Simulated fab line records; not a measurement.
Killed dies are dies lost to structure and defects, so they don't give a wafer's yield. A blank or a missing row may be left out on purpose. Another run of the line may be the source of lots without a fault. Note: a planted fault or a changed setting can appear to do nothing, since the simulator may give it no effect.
One fault seen from 2 desks | flow nand_harc | only its own numbers are on each desk; what lay behind them is given at the end

== THE TOOL OWNER'S DESK: rie_diel-12 ==
The tool's own readings at NHARC_A_WL_FILL_ETCHBACK_16 (etches the open film in C4F8/O2/Ar, target depth 88 nm, time 17.6 s): means of the sampled wafers that have a number, for each lot that ran on this tool. The brackets show how far a lot's mean lies from the usual mean; more than 4 standard deviations puts the lot out of limits, marked OUT.
Columns: A = chamber_pressure_mTorr at NHARC_A_WL_FILL_ETCHBACK_16, usual 24.999 mTorr; B = oes_product_au at NHARC_A_WL_FILL_ETCHBACK_16, usual 0.994 a.u.; C = rf_vpp_V at NHARC_A_WL_FILL_ETCHBACK_16, usual 723 V; D = run_length_s at NHARC_A_WL_FILL_ETCHBACK_16, usual 38.9 s
lot  | first seen here | A      | B     | C   | D
L156 | day 17 14:52    | 24.996 | 1.002 | 722 | 38.8
L159 | day 18 02:39    | 25.011 | 1.007 | 723 | 38.9
L167 | day 19 12:44    | 25.025 | 1.004 | 722 | 34.2 (-11) OUT
L166 | day 19 22:53    | 24.995 | 1.002 | 722 | 33.8 (-12) OUT
L170 | day 19 23:14    | 24.992 | 1.008 | 724 | 35.5 (-7.8) OUT
This desk's finding: out of limits on L166, L167, L170; first on L167, day 19 12:44 (run_length_s at NHARC_A_WL_FILL_ETCHBACK_16). In limits: L156, L159.

== THE DEFECT DESK ==
What the inspections along the route counted, lot by lot: means of the sampled wafers that have a number. The brackets show how far a lot's mean lies from the usual mean; more than 4 standard deviations puts the lot out of limits, marked OUT.
Columns: A = raw_defect_count at NHARC_A_SIN_REMOVE_INSPECT_04, usual 292
lot  | first seen here | A
L149 | day 14 21:58    | 260
L150 | day 15 11:19    | 189
L153 | day 15 11:19    | 340
L151 | day 15 14:05    | 277
L154 | day 15 14:07    | 219
L156 | day 16 19:58    | 331
L159 | day 17 06:41    | 244
L160 | day 17 06:41    | 238
L158 | day 17 06:43    | 301
L167 | day 18 21:06    | 254
L166 | day 19 02:32    | 322
L170 | day 19 08:17    | 229
L172 | day 20 18:47    | 387
Result from this desk: across the 13 lots, nothing is out of limits.

== ALL TOGETHER ==
On L166, L167, L170, at day 19 12:44, an alarm was possible from the tool owner's desk.
The defect desk saw nothing out of limits.
The defect desk has L166, L167, L170 on record, within its limits.
NHARC_A_WL_FILL_ETCHBACK_16 was run on rie_diel-12 by each of the lots named.

== WHAT THE SIMULATOR HAD INSERTED ==
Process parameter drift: rie_diel-12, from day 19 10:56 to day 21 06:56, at NHARC_A_WL_FILL_ETCHBACK_16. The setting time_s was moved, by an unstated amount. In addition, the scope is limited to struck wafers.
Lots struck among those shown: L166, L167, L170.
Hours from the fault's start to each desk's first reading out of limits: the tool owner's desk, 2.
